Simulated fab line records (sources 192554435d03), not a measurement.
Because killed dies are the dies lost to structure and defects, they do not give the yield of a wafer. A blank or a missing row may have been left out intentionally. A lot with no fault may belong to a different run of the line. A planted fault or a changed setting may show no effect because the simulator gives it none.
Which of the tools did it? -- flow n5Finfet -- 13 lots, 39 wafers sampled, at 4 steps of a route of 1938

== WHAT EACH GAUGE READ, for each wafer ==
Not one reading of a measure or inspect step in the record can be checked against a usual standard deviation.

== TOOL THAT RAN EACH LOT (tool first, then ch and the chambers of the sampled wafers, then the start) ==
lot,N5_BEOL_M10_CURE_72,N5_BEOL_M10_DEGAS_44,N5_BEOL_M10_PRE_CLEAN_45,N5_BEOL_M11_COAT_63
L547,"uvCure-01 ch 1, day 11 22:51","pvdSputter-03, day 12 00:13","pvdSputter-03, day 12 00:16","lithoTrack-03 ch 0, day 12 06:45"
L549,"uvCure-01 ch 1, day 12 12:29","pvdSputter-02, day 12 13:02","pvdSputter-02, day 12 13:04","lithoTrack-04 ch 0, day 12 18:19"
L552,"uvCure-03 ch 2, day 13 14:02","pvdSputter-01, day 13 15:46","pvdSputter-01, day 13 15:48","lithoTrack-04 ch 0, day 13 20:28"
L553,"uvCure-02 ch 2, day 14 03:34","pvdSputter-01, day 14 04:15","pvdSputter-01, day 14 04:17","lithoTrack-02 ch 0, day 14 08:45"
L554,"uvCure-03 ch 1, day 14 09:54","pvdSputter-01, day 14 10:33","pvdSputter-01, day 14 10:35","lithoTrack-02 ch 0, day 14 17:43"
L556,"uvCure-01 ch 2, day 14 22:41","pvdSputter-01, day 14 22:58","pvdSputter-01, day 14 23:00","lithoTrack-02 ch 0, day 15 05:54"
L558,"uvCure-01 ch 0, day 15 02:14","pvdSputter-03, day 15 03:20","pvdSputter-03, day 15 03:22","lithoTrack-02 ch 0, day 15 11:15"
L561,"uvCure-03 ch 0, day 16 12:15","pvdSputter-03, day 16 14:19","pvdSputter-03, day 16 14:21","lithoTrack-02 ch 0, day 16 21:47"
L565,"uvCure-02 ch 2, day 17 01:32","pvdSputter-03, day 17 02:12","pvdSputter-03, day 17 02:14","lithoTrack-03 ch 0, day 17 11:22"
L564,"uvCure-03 ch 2, day 17 06:47","pvdSputter-03, day 17 07:12","pvdSputter-03, day 17 07:14","lithoTrack-04 ch 0, day 17 12:30"
L566,"uvCure-02 ch 0, day 17 13:12","pvdSputter-01, day 17 13:49","pvdSputter-01, day 17 13:51","lithoTrack-04 ch 0, day 17 19:14"
L567,"uvCure-03 ch 1, day 17 19:11","pvdSputter-03, day 17 20:17","pvdSputter-03, day 17 20:20","lithoTrack-04 ch 0, day 18 02:47"
L570,"uvCure-03 ch 0, day 18 03:29","pvdSputter-01, day 18 04:02","pvdSputter-01, day 18 04:04","lithoTrack-04 ch 0, day 18 13:00"
- N5_BEOL_M10_CURE_72: cures SiCOH lowk, time 120 s.
- N5_BEOL_M10_DEGAS_44: time 60 s.
- N5_BEOL_M10_PRE_CLEAN_45: time 30 s.
- N5_BEOL_M11_COAT_63: time 60 s, resist thk 100 nm.

== AS READ BY THE TOOLS THEMSELVES (means over the sampled wafers that have a number; for cases with no such wafer, the mark the record gives instead) ==
N5_BEOL_M10_CURE_72. Usual: lampPowerPct 52.32 %, standard deviation 0.052; wafer_temp_C_max 371.9, standard deviation 0.84.
lot,tool,lampPowerPct (%),wafer_temp_C_max,flag
L547,uvCure-01,52.32,371.5,
L549,uvCure-01,52.33,371.8,
L552,uvCure-03,52.30,371.4,
L553,uvCure-02,52.31,371.6,
L554,uvCure-03,52.31,372.9,
L556,uvCure-01,52.33,371.7,
L558,uvCure-01,52.30,371.9,
L561,uvCure-03,52.33,372.5,
L565,uvCure-02,52.34,370.9,
L564,uvCure-03,52.27,371.6,
L566,uvCure-02,52.26,372.0,
L567,uvCure-03,52.35,373.2,
L570,uvCure-03,52.29,372.0,

N5_BEOL_M10_DEGAS_44. Usual: heaterPowerW at 309 W, with a standard deviation of 36.
lot,tool,heaterPowerW (W),flag
L547,pvdSputter-03,322,
L549,pvdSputter-02,295,
L552,pvdSputter-01,329,
L553,pvdSputter-01,333,
L554,pvdSputter-01,334,
L556,pvdSputter-01,344,
L558,pvdSputter-03,275,
L561,pvdSputter-03,295,
L565,pvdSputter-03,305,
L564,pvdSputter-03,306,
L566,pvdSputter-01,354,
L567,pvdSputter-03,295,
L570,pvdSputter-01,321,

N5_BEOL_M10_PRE_CLEAN_45. Usual: heaterPowerW at 309 W, with a standard deviation of 35.
lot,tool,heaterPowerW (W),flag
L547,pvdSputter-03,325,
L549,pvdSputter-02,296,
L552,pvdSputter-01,333,
L553,pvdSputter-01,336,
L554,pvdSputter-01,334,
L556,pvdSputter-01,344,
L558,pvdSputter-03,276,
L561,pvdSputter-03,297,
L565,pvdSputter-03,304,
L564,pvdSputter-03,305,
L566,pvdSputter-01,351,
L567,pvdSputter-03,295,
L570,pvdSputter-01,317,

N5_BEOL_M11_COAT_63. Usual: heaterPowerTotalW 500.7 W, standard deviation 1.6; plateTempC 250.00 C, standard deviation 0.16.
lot,tool,heaterPowerTotalW (W),plateTempC (C),flag
L547,lithoTrack-03,502.0,250.10,
L549,lithoTrack-04,501.3,249.93,
L552,lithoTrack-04,500.0,249.67,
L553,lithoTrack-02,501.0,249.93,
L554,lithoTrack-02,500.5,249.95,
L556,lithoTrack-02,499.6,249.91,
L558,lithoTrack-02,517.4,256.45,OFF
L561,lithoTrack-02,516.4,256.65,OFF
L565,lithoTrack-03,501.0,250.16,
L564,lithoTrack-04,501.3,250.31,
L566,lithoTrack-04,500.0,249.88,
L567,lithoTrack-04,501.3,250.08,
L570,lithoTrack-04,500.9,250.04,

== THE ANSWER, worked out from the rows above alone ==
Rule: take the mean of a lot's wafers that have a number; if it is more than 3 standard deviations from the usual mean, the lot is off. Also off: a lot with no number at a reading for which 4 or more lots have one. Any other lot the step has rows for is counted as sound. Order of review: gauges by route order, followed by the tools' own readings, for which a lot's mean as printed above is used. The first step at which some lot is off is used, and at that step the reading that is off furthest; a lot without a number counts as furthest.
Off at N5_BEOL_M11_COAT_63 (plateTempC): L558, L561.
A tool fits if, at that step or a process step before it, it ran every lot that is off, and no sound lot after the first of them. One fits: N5_BEOL_M11_COAT_63 on lithoTrack-02. Its last sound lot is L556 (day 15 05:54), its first lot that is off L558 (day 15 11:15): a fault that began between those two fits.
The tool's own readings at N5_BEOL_M11_COAT_63 bear it out: on the lots that are off they differ by more than 5 times the standard deviation of the sound lots' means. heaterPowerTotalW reads 516.9 W there against 500.8 W on the sound lots; plateTempC reads 256.55 C there against 250.00 C on the sound lots.

== WHAT THE SIMULATOR PUT IN ==
Process parameters drifting: lithoTrack-02 at N5_BEOL_M11_COAT_63, beginning at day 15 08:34. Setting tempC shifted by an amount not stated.
Struck lots among those shown: L558, L561. This agrees with what the rule above found.
